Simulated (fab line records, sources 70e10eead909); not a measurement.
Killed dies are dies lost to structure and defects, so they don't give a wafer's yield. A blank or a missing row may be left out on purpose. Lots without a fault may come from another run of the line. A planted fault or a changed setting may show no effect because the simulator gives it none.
Chamber matching | flow nand_harc | NHARC_A_CHANNEL_HOLE_D1_DEP_01 on pecvd-04: 3 sister chambers
The step deposits SiON, target thk 140 nm. 6 wafers are shown with their chamber, then 7 later ones without.

WAFERS WITH THEIR CHAMBER
wafer  | chamber | showerhead_vpp_V (V) | heater_power_w (W)
L912.6 | 2       | 1155                 | 644
L916.1 | 0       | 1090                 | 702
L916.4 | 2       | 1146                 | 797
L916.6 | 1       | 1142                 | 615
L918.1 | 0       | 1078                 | 733
L918.2 | 1       | 1118                 | 654

WAFERS WITHOUT THEIR CHAMBER
wafer  | showerhead_vpp_V (V) | heater_power_w (W)
L918.4 | 1106                 | 710
L919.1 | 1118                 | 639
L919.2 | 1093                 | 620
L919.6 | 1106                 | 628
L920.1 | 1074                 | 731
L920.2 | 1145                 | 722
L920.5 | 1089                 | 749

WHICH CHAMBER EACH WENT THROUGH
wafer  | from the rows above          | in truth
L918.4 | can't be placed: 0 or 1 or 2 | 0
L919.1 | 1                            | 1
L919.2 | can't be placed: 0 or 1      | 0
L919.6 | can't be placed: 1 or 0      | 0
L920.1 | 0                            | 0
L920.2 | can't be placed: 2 or 1      | 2
L920.5 | 0                            | 0
Placed correctly: 3 of 7. Can't be placed from these rows: 4 (the true chamber is among the candidates in 4). Placed wrongly: 0.
How it was worked out, from the rows above alone: a wafer's distance from a chamber is the root of the sum, over the readings, of the square of ((its reading less the chamber's mean) divided by the reading's scatter). The wafer belongs to the nearest chamber; if the next one is less than 2 further off, it can't be placed. A chamber's mean is the mean of its shown wafers. The scatter: the root of (the sum of the squares of (reading less its chamber's mean) over the shown wafers, divided by (wafers less chambers)).
